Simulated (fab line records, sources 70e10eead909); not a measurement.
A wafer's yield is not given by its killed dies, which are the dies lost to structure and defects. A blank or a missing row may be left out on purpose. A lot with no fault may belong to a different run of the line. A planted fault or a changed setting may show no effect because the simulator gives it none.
Chamber matching | flow nand harc | pecvd-01 running NHARC_A_STAIRCASE_DEP_301: 3 sister chambers
The step deposits SiON, target thk 30 nm. 6 wafers are shown with their chamber, then 8 later ones without.

== EACH WAFER AND ITS CHAMBER ==
wafer  | chamber | heater power w (W)
L084.3 | 2       | 731
L087.5 | 2       | 620
L088.2 | 1       | 823
L088.4 | 1       | 828
L088.5 | 0       | 643
L089.1 | 0       | 702

== WAFERS WITHOUT THEIR CHAMBER ==
wafer  | heater power w (W)
L089.3 | 773
L089.4 | 798
L094.4 | 711
L094.5 | 655
L094.6 | 757
L095.1 | 746
L095.5 | 722
L095.6 | 732

== WHICH CHAMBER EACH WENT THROUGH ==
wafer  | from the rows above          | in truth
L089.3 | can't be placed: 1 or 2 or 0 | 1
L089.4 | can't be placed: 1 or 2 or 0 | 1
L094.4 | can't be placed: 2 or 0 or 1 | 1
L094.5 | can't be placed: 0 or 2      | 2
L094.6 | can't be placed: 1 or 2 or 0 | 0
L095.1 | can't be placed: 2 or 0 or 1 | 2
L095.5 | can't be placed: 2 or 0 or 1 | 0
L095.6 | can't be placed: 2 or 0 or 1 | 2
Correctly placed: 0 of 8. Cannot be placed on the basis of these rows: 8; the candidates contain the true chamber in 8. 0 placed wrongly.
How it was worked out, from the rows above alone: a wafer's distance from a chamber is the root of the sum, over the readings, of the square of ((its reading less the chamber's mean) divided by the reading's scatter). If the next closest chamber is less than 2 further off than the closest, the wafer can't be placed; otherwise it belongs to the closest. Each chamber's mean is taken over the wafers shown for it. The scatter is the square root of a quotient: the sum, over the shown wafers, of each reading's squared deviation from its chamber's mean, divided by wafers minus chambers.
